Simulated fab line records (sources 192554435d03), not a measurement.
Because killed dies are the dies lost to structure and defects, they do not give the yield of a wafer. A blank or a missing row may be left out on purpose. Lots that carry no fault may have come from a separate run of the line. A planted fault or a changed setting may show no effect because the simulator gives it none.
fab line records	flow n5Finfet
record: lots: 7	wafers: 39
route steps=1938 shown BEOL_M7@1308 BEOL_M9@1460 BEOL_M11@1536 BEOL_M12@1656 PASSIVATION@1923
startH: the number of hours between the record's first day and the start of the first shown wafer of the lot	waitH: hours since the lot's step before	" as in the row above	L1.1+2: several wafers, shown together as one row	- either no value or no given start	* or withheld: withheld	< > ~ a bound
route shown NAME@n: a module of which the file shows steps, and the number in the route of the first	usual: mean and standard deviation over wafers with no fault	same: alike in all rows	chamber/n: place in a boat	sites: per-site readings	_std_site: standard deviation across them	_edge_site: the outer-site mean with the inner-site mean subtracted	radiusMm: how far each site lies from the wafer's centre	mask NAME#n: copy n	behind: tool/chamber where the wafer was last shaped	hold: what put the lot on hold/how long, in hours/how the hold closed	device: which transistor (n, p or np) failed to switch	end of line: tests of these same wafers at the route's end	a step with no rows: only its recipe	killed: the dies lost at the first sort to structure and to defects; this is not the yield of the wafer	map: per-die view of a wafer (x killed, . not killed, _ where there is no die)
set.NAME: the setting the step ran with; set.NAME@STEP: the setting that earlier step ran with	model.NAME: the simulator's own value behind a step, which no gauge read
lots whose settings were changed on purpose; a table a step, a row a wafer
== steps ==
step: N5_BEOL_M7_TRENCH_ETCH_37
recipe: chemistry: C4F6/O2	targetDepthA: 934.78	target: SiCOH_lowk	timeS: 31.2	ionEnergyEv: 250	pressureMtorr: 30	sourceW: 345	biasW: 185	Ar_flow_sccm: 300	C4F6_flow_sccm: 10	O2_flow_sccm: 10
lot.wafer	tool	chamber	startH	waitH	set.timeS	model.BEOL_M7.featureDepthNm	model.etch.depthNm	model.TiN_of_BEOL_M7_HM_DEP_02.thkNm
L076.2	rieDiel-04	1	-	-	31.2	95.2	95.14	17
L076.3	"	3	"	"	31.2	92	92.1	17.2
L076.6	"	0	"	"	31.2	92.8	92.88	17.2
L078.1	rieDiel-04	1	-	-	31.2	95.4	95.42	17.4
L078.2	"	2	"	"	31.2	92.8	92.89	17.6
L078.3	"	3	"	"	31.2	91.8	91.71	17.2
L078.4	"	0	"	"	31.2	92.4	92.39	17.6
L078.5	"	2	"	"	31.2	91.8	91.72	17.6
L078.6	"	3	"	"	31.2	92	91.98	17.4
L084.1	rieDiel-01	1	-	-	31.2	96.4	96.33	17
L084.2	"	0	"	"	46.9	145	144.9	15.8
L084.3	"	2	"	"	46.9	147.6	147.5	15.6
L084.4	"	3	"	"	46.9	143.4	143.5	15.8
L084.5	"	0	"	"	31.2	95.6	95.52	17
L084.6	"	1	"	"	31.2	97.2	97.13	17
L090.1	rieDiel-01	0	-	-	31.2	95	94.93	16.8
L090.2	"	1	"	"	20.7	62.6	62.64	17.8
L090.3	"	3	"	"	20.7	63.2	63.23	18
L090.4	"	2	"	"	20.7	63.6	63.52	18
L090.5	"	0	"	"	31.2	93.4	93.4	17.2
L090.6	"	3	"	"	31.2	94.6	94.66	17
L092.1	rieDiel-03	3	-	-	42.84	127.8	127.8	16.4
L092.2	"	1	"	"	42.84	127.6	127.5	16.4
L092.3	"	2	"	"	42.84	128	128.1	16.6
L092.4	"	1	"	"	31.2	92.4	92.44	17.4
L092.5	"	2	"	"	31.2	93.4	93.39	17.6
L092.6	"	3	"	"	31.2	93.6	93.55	17.2
L094.1	rieDiel-01	0	-	-	18.16	55.4	55.38	18.6
L094.2	"	2	"	"	18.16	55.4	55.43	18.4
L094.3	"	3	"	"	31.2	94.6	94.57	17.2
L094.4	"	1	"	"	31.2	95.6	95.58	17.2
L094.5	"	1	"	"	18.16	55.4	55.38	18.4
L094.6	"	0	"	"	31.2	95	95.08	17.4
L095.1	rieDiel-04	2	-	-	25.32	76.8	76.9	18
L095.2	"	0	"	"	31.2	93.6	93.57	17.6
L095.3	"	1	"	"	31.2	97.2	97.23	17.4
L095.4	"	3	"	"	25.32	77.2	77.3	18
L095.5	"	2	"	"	31.2	94.8	94.7	17.4
L095.6	"	3	"	"	25.32	77.6	77.59	18.2
step: N5_BEOL_M7_ETCH_41
recipe: chemistry: CH3F/O2	target: SiCN	targetDepthA: 319	taperDeg: 2	timeS: 57.8	ionEnergyEv: 120	maskMaterial: TiN	pressureMtorr: 30	sourceW: 395	biasW: 75	Ar_flow_sccm: 150	CH3F_flow_sccm: 30	O2_flow_sccm: 20
step: N5_BEOL_M7_STRIP_80
recipe: chemistry: N2/H2	timeS: 10	powerW: 450	tempC: 40	pressureMtorr: 20	rfFrequencyHz: 6e+07	biasPowerW: 7	n2FlowSccm: 200	h2FlowSccm: 200
step: N5_BEOL_M7_OCD_MEAS_38
usual: trenchDepthNm: 93.8/1.3
lot.wafer	tool	chamber	startH	waitH	set.timeS@BEOL_M7_TRENCH_ETCH_37	trenchDepthNm
L076.2	ocd-02	-	209.98	-	31.2	95.0
L076.3	"	-	"	"	31.2	91.9
L076.6	"	-	"	"	31.2	93.3
L078.1	ocd-02	-	227.85	-	31.2	95.6
L078.2	"	-	"	"	31.2	92.7
L078.3	"	-	"	"	31.2	91.3
L078.4	"	-	"	"	31.2	92.1
L078.5	"	-	"	"	31.2	92.0
L078.6	"	-	"	"	31.2	92.0
L084.1	ocd-01	-	269.06	-	31.2	96.2
L084.2	"	-	"	"	46.9	144.9
L084.3	"	-	"	"	46.9	147.6
L084.4	"	-	"	"	46.9	143.6
L084.5	"	-	"	"	31.2	95.4
L084.6	"	-	"	"	31.2	96.8
L090.1	ocd-02	-	298.54	-	31.2	94.6
L090.2	"	-	"	"	20.7	62.6
L090.3	"	-	"	"	20.7	63.0
L090.4	"	-	"	"	20.7	63.6
L090.5	"	-	"	"	31.2	93.1
L090.6	"	-	"	"	31.2	94.7
L092.1	ocd-02	-	306.48	-	42.84	127.9
L092.2	"	-	"	"	42.84	127.3
L092.3	"	-	"	"	42.84	128.5
L092.4	"	-	"	"	31.2	92.2
L092.5	"	-	"	"	31.2	93.4
L092.6	"	-	"	"	31.2	93.3
L094.1	ocd-01	-	315.56	-	18.16	55.5
L094.2	"	-	"	"	18.16	55.1
L094.3	"	-	"	"	31.2	94.9
L094.4	"	-	"	"	31.2	95.6
L094.5	"	-	"	"	18.16	55.6
L094.6	"	-	"	"	31.2	94.8
L095.1	ocd-02	-	331.00	-	25.32	77.2
L095.2	"	-	"	"	31.2	93.4
L095.3	"	-	"	"	31.2	96.8
L095.4	"	-	"	"	25.32	77.1
L095.5	"	-	"	"	31.2	94.9
L095.6	"	-	"	"	25.32	77.1
step: N5_BEOL_M7_HM_STRIP_39
recipe: chemistry: peroxideTinStrip	material: TiN	targetDepthA: 250	tempC: 50	timeS: 158
step: N5_BEOL_M7_SRD_40
recipe: timeS: 30	tempC: 23	rinseLiquid: diw	dry: ipaMarangoni
step: N5_BEOL_M7_ECD_50
recipe: material: Cu	targetThkA: 3000
step: N5_BEOL_M7_ANNEAL_51
recipe: tempC: 225	timeS: 90	ambient: N2
step: N5_BEOL_M7_CMP_52
recipe: stopOn: SiCOH_lowk	tOverpolishS: 6.9	downForcePsi: 1	platenRpm: 50	clearingPlatenDownForcePsi: 1.5	clearingPlatenRpm: 50	postCmpClean: cuAlkaline	targetThkNm: 80	clearingPlatenPadVelocityMS: 0.99484	padVelocityMS: 0.99484
lot.wafer	tool	chamber	startH	waitH	set.timeS@BEOL_M7_TRENCH_ETCH_37	model.Cu_of_BEOL_M7_ECD_50.thkNm
L076.2	cmp-03	3	212.85	0.2	31.2	81.8
L076.3	"	1	"	"	31.2	79.6
L076.6	"	3	"	"	31.2	78.6
L078.1	cmp-04	0	231.30	0.5	31.2	81.6
L078.3	"	1	"	"	31.2	78.4
L078.2+5	"	2,1	"	"	31.2	80.2
L078.4	"	3	"	"	31.2	79.8
L078.6	"	0	"	"	31.2	78.6
L084.2	cmp-04	2	271.91	0.2	46.9	134
L084.1	"	3	"	"	31.2	84.6
L084.3	"	0	"	"	46.9	135.8
L084.4	"	1	"	"	46.9	131.8
L084.5	"	2	"	"	31.2	84.2
L084.6	"	3	"	"	31.2	86.4
L090.3	cmp-04	0	301.20	0.2	20.7	51.4
L090.4	"	1	"	"	20.7	51
L090.1	"	2	"	"	31.2	82
L090.2	"	3	"	"	20.7	51.8
L090.6	"	0	"	"	31.2	83.2
L090.5	"	1	"	"	31.2	82.4
L092.4	cmp-04	3	308.21	0.1	31.2	80.2
L092.2	"	0	"	"	42.84	114.8
L092.3	"	1	"	"	42.84	115.6
L092.1	"	2	"	"	42.84	115.2
L092.6+5	"	3,0	"	"	31.2	80.6
L094.3	cmp-03	1	319.46	0.2	31.2	81.2
L094.4	"	2	"	"	31.2	82.2
L094.2+1	"	3,0	"	"	18.16	41.8
L094.6	"	1	"	"	31.2	81.8
L094.5	"	2	"	"	18.16	41.6
L095.3	cmp-02	2	333.48	0.2	31.2	84
L095.1	"	3	"	"	25.32	65
L095.4	"	0	"	"	25.32	63
L095.2	"	1	"	"	31.2	81.8
L095.6	"	2	"	"	25.32	65.2
L095.5	"	3	"	"	31.2	82.6
step: N5_BEOL_M7_THK_MEAS_53
recipe: thkMeasGauge: xrf	reads: Cu_of_BEOL_M7_ECD_50
usual: M7_THK: 79.7/1.8
lot.wafer	tool	chamber	startH	waitH	set.timeS@BEOL_M7_TRENCH_ETCH_37	M7_THK[nm]
L076.2	filmMetro-01	-	213.11	-	31.2	80.4
L076.3	"	-	"	"	31.2	78.1
L076.6	"	-	"	"	31.2	77.2
L078.1	filmMetro-02	-	231.60	-	31.2	80.3
L078.2	"	-	"	"	31.2	78.9
L078.3	"	-	"	"	31.2	76.9
L078.4	"	-	"	"	31.2	78.5
L078.5	"	-	"	"	31.2	79.2
L078.6	"	-	"	"	31.2	77.6
L084.1	filmMetro-01	-	272.21	-	31.2	83.5
L084.2	"	-	"	"	46.9	132.6
L084.3	"	-	"	"	46.9	133.6
L084.4	"	-	"	"	46.9	130.1
L084.5	"	-	"	"	31.2	83.1
L084.6	"	-	"	"	31.2	85.1
L090.1	filmMetro-02	-	301.50	-	31.2	80.6
L090.2	"	-	"	"	20.7	51.0
L090.3	"	-	"	"	20.7	50.8
L090.4	"	-	"	"	20.7	50.4
L090.5	"	-	"	"	31.2	81.5
L090.6	"	-	"	"	31.2	81.9
L092.1	filmMetro-02	-	308.50	-	42.84	113.4
L092.2	"	-	"	"	42.84	113.1
L092.3	"	-	"	"	42.84	114.6
L092.4	"	-	"	"	31.2	79.5
L092.5	"	-	"	"	31.2	80.0
L092.6	"	-	"	"	31.2	79.5
L094.1	filmMetro-01	-	319.75	-	18.16	40.7
L094.2	"	-	"	"	18.16	40.8
L094.3	"	-	"	"	31.2	78.7
L094.4	"	-	"	"	31.2	79.9
L094.5	"	-	"	"	18.16	40.6
L094.6	"	-	"	"	31.2	79.6
L095.1	filmMetro-01	-	333.78	-	25.32	63.7
L095.2	"	-	"	"	31.2	80.2
L095.3	"	-	"	"	31.2	82.7
L095.4	"	-	"	"	25.32	62.0
L095.5	"	-	"	"	31.2	81.2
L095.6	"	-	"	"	25.32	64.1
step: N5_BEOL_M7_PRE_CLEAN_55
recipe: gas: NH3	timeS: 15	tempC: withheld	rfPowerW: 300
step: N5_BEOL_M7_DEP_56
recipe: material: SiCN	targetThkA: 100	tempC: withheld	precursor: 3MS/NH3	pressureTorr: 3	rfW: 202	timeS: 17.5
step: N5_BEOL_M7_RS_MEAS_57
recipe: thkMeasGauge: four-point-probe	reads: Cu_of_BEOL_M7_ECD_50+Co_of_BEOL_M7_CVD_78+TaN_of_BEOL_M7_ALD_77
usual: M7_RS: 0.282/0.0069
lot.wafer	tool	chamber	startH	waitH	set.timeS@BEOL_M7_TRENCH_ETCH_37	M7_RS[ohm/sq]
L076.2	filmMetro-02	-	213.24	0.1	31.2	0.279
L076.3	"	-	"	"	31.2	0.289
L076.6	"	-	"	"	31.2	0.292
L078.1	filmMetro-02	-	231.73	0.1	31.2	0.280
L078.2	"	-	"	"	31.2	0.286
L078.3	"	-	"	"	31.2	0.293
L078.4	"	-	"	"	31.2	0.288
L078.5	"	-	"	"	31.2	0.286
L078.6	"	-	"	"	31.2	0.292
L084.1	filmMetro-01	-	272.34	0.1	31.2	0.268
L084.2	"	-	"	"	46.9	0.159
L084.3	"	-	"	"	46.9	0.157
L084.4	"	-	"	"	46.9	0.162
L084.5	"	-	"	"	31.2	0.268
L084.6	"	-	"	"	31.2	0.262
L090.1	filmMetro-02	-	301.63	0.1	31.2	0.278
L090.2	"	-	"	"	20.7	0.484
L090.3	"	-	"	"	20.7	0.489
L090.4	"	-	"	"	20.7	0.495
L090.5	"	-	"	"	31.2	0.277
L090.6	"	-	"	"	31.2	0.274
L092.1	filmMetro-02	-	308.63	0.1	42.84	0.188
L092.2	"	-	"	"	42.84	0.189
L092.3	"	-	"	"	42.84	0.188
L092.4	"	-	"	"	31.2	0.285
L092.5	"	-	"	"	31.2	0.284
L092.6	"	-	"	"	31.2	0.284
L094.1	filmMetro-01	-	319.89	0.1	18.16	0.634
L094.2	"	-	"	"	18.16	0.636
L094.3	"	-	"	"	31.2	0.282
L094.4	"	-	"	"	31.2	0.277
L094.5	"	-	"	"	18.16	0.638
L094.6	"	-	"	"	31.2	0.279
L095.1	filmMetro-02	-	333.91	0.1	25.32	0.366
L095.2	"	-	"	"	31.2	0.280
L095.3	"	-	"	"	31.2	0.271
L095.4	"	-	"	"	25.32	0.380
L095.5	"	-	"	"	31.2	0.276
L095.6	"	-	"	"	25.32	0.365
step: N5_BEOL_M9_CVD_78
recipe: material: Co	targetThkA: 20	tempC: withheld	precursor: CCTBA/H2	pressureTorr: 30	timeS: 138.9
lot.wafer	tool	chamber	startH	waitH	set.targetThkA	model.Co_of_BEOL_M9_CVD_78.thkNm
L076.2+3+6	cvdCo-02	1,2,0	230.69	0.0	20	1.8
L078.1+2+3+4+5+6	cvdCo-02	1,2,0,2,1,0	247.29	0.1	20	2
L084.1+2+3+4+5+6	cvdCo-02	1,2,0,0,1,2	287.31	0.2	20	2
L090.1+3+4	cvdCo-01	2,1,2	318.57	0.1	29.44	2.8
L090.2+5+6	"	0,1,0	"	"	20	1.8
L092.1+6	cvdCo-02	2,0	324.88	0.0	30.79	3.2
L092.2+4+5	"	1,1,2	"	"	20	2
L092.3	"	0	"	"	30.79	3
L094.1+2+3+4+6	cvdCo-01	2,0,2,0,2	336.54	0.0	20	2
L094.5	"	0	"	"	20	2.2
L095.1+2	cvdCo-02	2,0	351.54	0.3	24.09	2.4
L095.3+4+6	"	1,0,2	"	"	20	2
L095.5	"	1	"	"	24.09	2.6
step: N5_BEOL_M11_ILD_DEP_00
recipe: material: SiCOH_lowk	targetThkA: 3085.1	tempC: 300	precursor: DEMS/porogen	pressureTorr: 5	rfW: 500	timeS: 58
lot.wafer	tool	chamber	startH	waitH	set.timeS	model.SiCOH_lowk_of_BEOL_M11_ILD_DEP_00.thkNm
L076.2	pecvd-02	0	239.94	0.2	58	309.4
L076.3	"	1	"	"	58	303.8
L076.6	"	0	"	"	58	311
L078.1	pecvd-03	0	257.70	0.0	90.02	470.2
L078.2	"	2	"	"	58	304.8
L078.3	"	1	"	"	90.02	471.4
L078.4	"	1	"	"	58	313.2
L078.5	"	0	"	"	90.02	479
L078.6	"	2	"	"	58	309.4
L084.1	pecvd-02	1	299.50	0.0	86.68	452.8
L084.2	"	2	"	"	58	307.4
L084.3	"	0	"	"	86.68	455.8
L084.4	"	0	"	"	86.68	463.6
L084.5	"	1	"	"	58	307
L084.6	"	2	"	"	58	307.2
L090.1	pecvd-02	2	326.57	0.0	85.23	446.2
L090.2	"	0	"	"	58	308
L090.3	"	1	"	"	85.23	448.6
L090.4	"	2	"	"	58	311.2
L090.5	"	1	"	"	85.23	454.2
L090.6	"	0	"	"	58	311.6
L092.1	pecvd-03	1	334.43	0.0	58	305.6
L092.2	"	2	"	"	58	304.4
L092.3	"	0	"	"	58	303
L092.4	"	1	"	"	58	311
L092.5	"	2	"	"	58	312.4
L092.6	"	0	"	"	58	308.4
L094.1	pecvd-03	0	345.59	0.0	92.74	486.4
L094.2	"	1	"	"	58	312.2
L094.3	"	2	"	"	58	306.2
L094.4	"	2	"	"	92.74	497.2
L094.5	"	1	"	"	92.74	501
L094.6	"	0	"	"	58	309.8
L095.1+3	pecvd-02	0,1	361.39	0.0	58	302.8
L095.2	"	2	"	"	58	306.2
L095.4	"	0	"	"	58	310
L095.5	"	2	"	"	58	307.2
L095.6	"	1	"	"	58	309.2
step: N5_BEOL_M11_CURE_71
recipe: tempC: 385	timeS: 240	ambient: He/Ar	material: SiCOH_lowk
lot.wafer	tool	chamber	startH	waitH	set.timeS@BEOL_M11_ILD_DEP_00	model.SiCOH_lowk_of_BEOL_M11_ILD_DEP_00.thkNm
L076.2	uvCure-02	2	240.10	0.1	58	268.8
L076.3	"	2	"	"	58	263.8
L076.6	"	2	"	"	58	270.2
L078.1	uvCure-03	0	257.78	0.0	90.02	412.2
L078.2	"	0	"	"	58	264.8
L078.3	"	0	"	"	90.02	413.2
L078.4	"	0	"	"	58	272.2
L078.5	"	0	"	"	90.02	420
L078.6	"	0	"	"	58	268.8
L084.1	uvCure-03	1	300.08	0.6	86.68	396.4
L084.2	"	1	"	"	58	267
L084.3	"	1	"	"	86.68	399.2
L084.4	"	1	"	"	86.68	406.2
L084.5+6	"	1	"	"	58	266.8
L090.1	uvCure-01	0	326.65	0.0	85.23	390.6
L090.2	"	0	"	"	58	267.6
L090.3	"	0	"	"	85.23	392.8
L090.4	"	0	"	"	58	270.4
L090.5	"	0	"	"	85.23	397.6
L090.6	"	0	"	"	58	270.6
L092.1	uvCure-02	1	334.51	0.0	58	265.4
L092.2	"	1	"	"	58	264.4
L092.3	"	1	"	"	58	263.2
L092.4	"	1	"	"	58	270.2
L092.5	"	1	"	"	58	271.4
L092.6	"	1	"	"	58	267.8
L094.1	uvCure-03	1	345.67	0.0	92.74	426.6
L094.2	"	1	"	"	58	271.2
L094.3	"	1	"	"	58	266
L094.4	"	1	"	"	92.74	436.4
L094.5	"	1	"	"	92.74	440
L094.6	"	1	"	"	58	269.2
L095.1+3	uvCure-02	0	361.47	0.0	58	263
L095.2	"	0	"	"	58	266
L095.4	"	0	"	"	58	269.4
L095.5	"	0	"	"	58	266.8
L095.6	"	0	"	"	58	268.6
step: N5_BEOL_M11_THK_MEAS_01
recipe: reads: SiCOH_lowk_of_BEOL_M11_ILD_DEP_00
usual: M11_ILD_THK: 268/3
lot.wafer	tool	chamber	startH	waitH	set.timeS@BEOL_M11_ILD_DEP_00	M11_ILD_THK[nm]
L076.2	filmMetro-02	-	240.53	0.4	58	269
L076.3	"	-	"	"	58	264
L076.6	"	-	"	"	58	270
L078.1	filmMetro-01	-	258.29	0.4	90.02	412
L078.2	"	-	"	"	58	265
L078.3	"	-	"	"	90.02	413
L078.4	"	-	"	"	58	272
L078.5	"	-	"	"	90.02	420
L078.6	"	-	"	"	58	268
L084.1	filmMetro-01	-	300.60	0.4	86.68	396
L084.2	"	-	"	"	58	267
L084.3	"	-	"	"	86.68	399
L084.4	"	-	"	"	86.68	406
L084.5	"	-	"	"	58	267
L084.6	"	-	"	"	58	267
L090.1	filmMetro-01	-	327.16	0.4	85.23	391
L090.2	"	-	"	"	58	268
L090.3	"	-	"	"	85.23	393
L090.4	"	-	"	"	58	271
L090.5	"	-	"	"	85.23	398
L090.6	"	-	"	"	58	271
L092.1	filmMetro-02	-	335.50	0.8	58	265
L092.2	"	-	"	"	58	264
L092.3	"	-	"	"	58	263
L092.4	"	-	"	"	58	270
L092.5	"	-	"	"	58	271
L092.6	"	-	"	"	58	268
L094.1	filmMetro-01	-	346.18	0.4	92.74	426
L094.2	"	-	"	"	58	271
L094.3	"	-	"	"	58	266
L094.4	"	-	"	"	92.74	437
L094.5	"	-	"	"	92.74	440
L094.6	"	-	"	"	58	269
L095.1	filmMetro-02	-	361.98	0.4	58	263
L095.2	"	-	"	"	58	266
L095.3	"	-	"	"	58	263
L095.4	"	-	"	"	58	269
L095.5	"	-	"	"	58	267
L095.6	"	-	"	"	58	269
step: N5_BEOL_M12_DEP_53
recipe: material: SiCN	targetThkA: 300	tempC: withheld	precursor: 3MS/NH3	pressureTorr: 3	rfW: 675	timeS: 10.5
lot.wafer	tool	chamber	startH	waitH	set.targetThkA	model.SiCN_of_BEOL_M12_DEP_53.thkNm
L076.2	pecvd-04	0	254.49	0.0	300	29.6
L076.3	"	1	"	"	300	29.8
L076.6	"	2	"	"	300	30.2
L078.1+2+3	pecvd-02	0,1,2	271.00	0.0	300	29.8
L078.4	"	2	"	"	300	30.4
L078.5	"	0	"	"	300	30.2
L078.6	"	1	"	"	300	30
L084.1+6	pecvd-04	2,1	311.50	0.0	241	23.6
L084.2	"	0	"	"	300	29.4
L084.3	"	1	"	"	241	23.2
L084.4	"	2	"	"	300	29.6
L084.5	"	0	"	"	300	30
L090.1	pecvd-04	0	339.52	0.0	300	29.8
L090.2	"	1	"	"	403.5	39.6
L090.3	"	2	"	"	403.5	40
L090.4	"	1	"	"	300	30
L090.5	"	0	"	"	403.5	40.8
L090.6	"	2	"	"	300	30.2
L092.1	pecvd-01	2	349.00	0.0	300	29.8
L092.2+4+6	"	1,2,1	"	"	139.1	14.2
L092.3	"	0	"	"	300	29.6
L092.5	"	0	"	"	300	30.2
L094.1+3+6	pecvd-01	0,2,1	361.95	0.0	300	29.4
L094.2	"	1	"	"	300	29.6
L094.4	"	0	"	"	300	30.2
L094.5	"	2	"	"	300	29.8
L095.1	pecvd-02	1	381.89	0.0	300	29.8
L095.2+3	"	2,0	"	"	232.2	23.2
L095.4	"	0	"	"	300	29.6
L095.5	"	1	"	"	300	30
L095.6	"	2	"	"	232.2	23.4
step: N5_PASSIVATION_DEVELOP_43
recipe: developTimeS: 60	rinseLiquid: diw	dry: airSpin	devTempC: 21
lot.wafer	tool	chamber	startH	waitH	set.developTimeS
L076.2+3+6	lithoTrack-03	0	-	-	60
L078.1+4+5	lithoTrack-03	0	-	-	86.99
L078.2+3+6	"	0	"	"	60
L084.1+2+3+4+5+6	lithoTrack-03	0	-	-	60
L090.1+2+4	lithoTrack-01	0	-	-	60
L090.3+5+6	"	0	"	"	89.75
L092.1+2+3+4+5+6	lithoTrack-03	0	-	-	60
L094.1+2+3+4+5+6	lithoTrack-01	0	-	-	60
L095.1+2+4	lithoTrack-03	0	-	-	42.96
L095.3+5+6	"	0	"	"	60
step: N5_PASSIVATION_HARDBAKE_45
recipe: tempC: 130	timeS: 120
step: N5_PASSIVATION_CD_MEAS_44
recipe: targetCdNm: 40000	landingEnergyEv: 500	detector: seInlens
usual: cdNm: 40001/2.9
lot.wafer	tool	chamber	startH	waitH	set.developTimeS@PASSIVATION_DEVELOP_43	cdNm
L076.2	cdSem-02	0	291.02	-	60	40001
L076.3	"	0	"	"	60	40001
L076.6	"	0	"	"	60	40001
L078.1	cdSem-01	0	301.92	-	86.99	40012
L078.2	"	0	"	"	60	40001
L078.3	"	0	"	"	60	39999
L078.4	"	0	"	"	86.99	40011
L078.5	"	0	"	"	86.99	40014
L078.6	"	0	"	"	60	39999
L084.1	cdSem-03	0	340.60	-	60	40003
L084.2	"	0	"	"	60	40003
L084.3	"	0	"	"	60	40001
L084.4	"	0	"	"	60	40004
L084.5	"	0	"	"	60	40001
L084.6	"	0	"	"	60	40003
L090.1	cdSem-01	0	370.25	-	60	39998
L090.2	"	0	"	"	60	40003
L090.3	"	0	"	"	89.75	40014
L090.4	"	0	"	"	60	40001
L090.5	"	0	"	"	89.75	40018
L090.6	"	0	"	"	89.75	40017
L092.1	cdSem-01	0	382.16	-	60	40002
L092.2	"	0	"	"	60	40003
L092.3	"	0	"	"	60	40004
L092.4	"	0	"	"	60	40003
L092.5	"	0	"	"	60	40003
L092.6	"	0	"	"	60	40000
L094.1	cdSem-03	0	396.01	-	60	40004
L094.2	"	0	"	"	60	39998
L094.3	"	0	"	"	60	40001
L094.4	"	0	"	"	60	40004
L094.5	"	0	"	"	60	40001
L094.6	"	0	"	"	60	40004
L095.1	cdSem-01	0	413.71	-	42.96	39982
L095.2	"	0	"	"	42.96	39981
L095.3	"	0	"	"	60	39994
L095.4	"	0	"	"	42.96	39982
L095.5	"	0	"	"	60	39998
L095.6	"	0	"	"	60	39998
== key ==
split: step: N5_BEOL_M7_TRENCH_ETCH_37	setting: timeS	stated: 31.2	by: wafer
response: step: N5_BEOL_M7_TRENCH_ETCH_37	reading: model.BEOL_M7.featureDepthNm	change: +0.95	per: 1%	r: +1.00
response: step: N5_BEOL_M7_TRENCH_ETCH_37	reading: model.etch.depthNm	change: +0.95	per: 1%	r: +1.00
response: step: N5_BEOL_M7_TRENCH_ETCH_37	reading: model.TiN_of_BEOL_M7_HM_DEP_02.thkNm	change: -0.0267	per: 1%	r: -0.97
response: step: N5_BEOL_M7_OCD_MEAS_38	reading: trenchDepthNm	change: +0.953	per: 1%	r: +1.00
response: step: N5_BEOL_M7_CMP_52	reading: model.Cu_of_BEOL_M7_ECD_50.thkNm	change: +0.952	per: 1%	r: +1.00
response: step: N5_BEOL_M7_THK_MEAS_53	reading: M7_THK	change: +0.934	per: 1%	r: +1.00
response: step: N5_BEOL_M7_RS_MEAS_57	reading: M7_RS	shape: bent	atLowest: 0.636	atStated: 0.280	atHighest: 0.159
split: step: N5_BEOL_M9_CVD_78	setting: targetThkA	stated: 20	by: wafer
response: step: N5_BEOL_M9_CVD_78	reading: model.Co_of_BEOL_M9_CVD_78.thkNm	change: +0.0212	per: 1%	r: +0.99
split: step: N5_BEOL_M11_ILD_DEP_00	setting: timeS	stated: 58	by: wafer
response: step: N5_BEOL_M11_ILD_DEP_00	reading: model.SiCOH_lowk_of_BEOL_M11_ILD_DEP_00.thkNm	change: +3.03	per: 1%	r: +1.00
response: step: N5_BEOL_M11_CURE_71	reading: model.SiCOH_lowk_of_BEOL_M11_ILD_DEP_00.thkNm	change: +2.7	per: 1%	r: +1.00
response: step: N5_BEOL_M11_THK_MEAS_01	reading: M11_ILD_THK	change: +2.7	per: 1%	r: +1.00
split: step: N5_BEOL_M12_DEP_53	setting: targetThkA	stated: 300	by: wafer
response: step: N5_BEOL_M12_DEP_53	reading: model.SiCN_of_BEOL_M12_DEP_53.thkNm	change: +0.294	per: 1%	r: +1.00
split: step: N5_PASSIVATION_DEVELOP_43	setting: developTimeS	stated: 60	by: wafer
response: step: N5_PASSIVATION_CD_MEAS_44	reading: cdNm	change: +0.337	per: 1%	r: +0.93
